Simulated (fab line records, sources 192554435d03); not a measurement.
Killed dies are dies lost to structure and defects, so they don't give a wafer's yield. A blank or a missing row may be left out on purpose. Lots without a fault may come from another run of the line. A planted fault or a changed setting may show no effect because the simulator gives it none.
One fault seen from 3 desks | flow n5_finfet | each desk has only its own numbers; what lay behind them comes last

THE DEFECT DESK
What the inspections along the route counted, lot by lot: means of the sampled wafers that have a number. A lot is out of limits, marked OUT, if its mean lies more than 4 standard deviations from the usual mean; the brackets give that distance.
Columns: A = raw_defect_count at N5_PASSIVATION_INSPECT_64, usual 2.0
lot  | first seen here | A
L554 | day 12 11:42    | 3.3
L555 | day 13 05:09    | 2.0
L563 | day 14 22:22    | 1.5
L564 | day 15 15:53    | 4.0
L571 | day 16 22:38    | 2.7
L574 | day 17 18:38    | 2.0
This desk's finding: nothing out of limits on any of the 6 lots.

THE TOOL OWNER'S DESK: pecvd-04
The tool's own readings at N5_PASSIVATION_PECVD_53 (deposits SiO2 from TEOS/O2, target thk 800 nm, time 169.4 s): means of the sampled wafers that have a number, for each lot that ran on this tool. A lot is out of limits, marked OUT, if its mean lies more than 4 standard deviations from the usual mean; the brackets give that distance.
Columns: A = run_length_s at N5_PASSIVATION_PECVD_53, usual 197.3 s
lot  | first seen here | A
L555 | day 13 06:23    | 197.2
L563 | day 14 23:31    | 156.2 (-81) OUT
L564 | day 15 17:08    | 177.2 (-39) OUT
This desk's finding: out of limits on L563, L564; first on L563, day 14 23:31 (run_length_s at N5_PASSIVATION_PECVD_53). In limits: L555.

THE METROLOGY DESK
What the gauges read, lot by lot, whatever tool the lot ran on: means of the sampled wafers that have a number. A lot is out of limits, marked OUT, if its mean lies more than 4 standard deviations from the usual mean; the brackets give that distance.
Columns: A = cd_nm at N5_PASSIVATION_CD_MEAS_30, usual 4000.6 nm; B = PAD_OVL at N5_PASSIVATION_OVL_MEAS_63, usual 1 nm
lot  | first seen here | A      | B
L554 | day 12 11:39    | 4002.1 | 6
L555 | day 13 05:06    | 4000.3 | 3
L563 | day 14 22:19    | 4002.3 | 8
L564 | day 15 15:50    | 4003.1 | -4
L571 | day 16 22:35    | 3996.9 | 8
L574 | day 17 18:35    | 3999.4 | -0
This desk's finding: nothing out of limits on any of the 6 lots.

PUT TOGETHER
The tool owner's desk could have raised an alarm at day 14 23:31, on L563, L564.
The defect desk saw nothing out of limits.
The metrology desk saw nothing out of limits.
The defect desk has L563, L564 on record, within its limits.
The metrology desk has L563, L564 on record, within its limits.
Of the lots named, all ran N5_PASSIVATION_PECVD_53 on pecvd-04.

WHAT THE SIMULATOR HAD PUT IN
Process parameter drift: pecvd-04, from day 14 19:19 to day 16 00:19, at N5_PASSIVATION_PECVD_53. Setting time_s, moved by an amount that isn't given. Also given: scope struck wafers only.
Lots struck among those shown: L563, L564.
Hours from the fault's start to each desk's first reading out of limits: the tool owner's desk, 4.
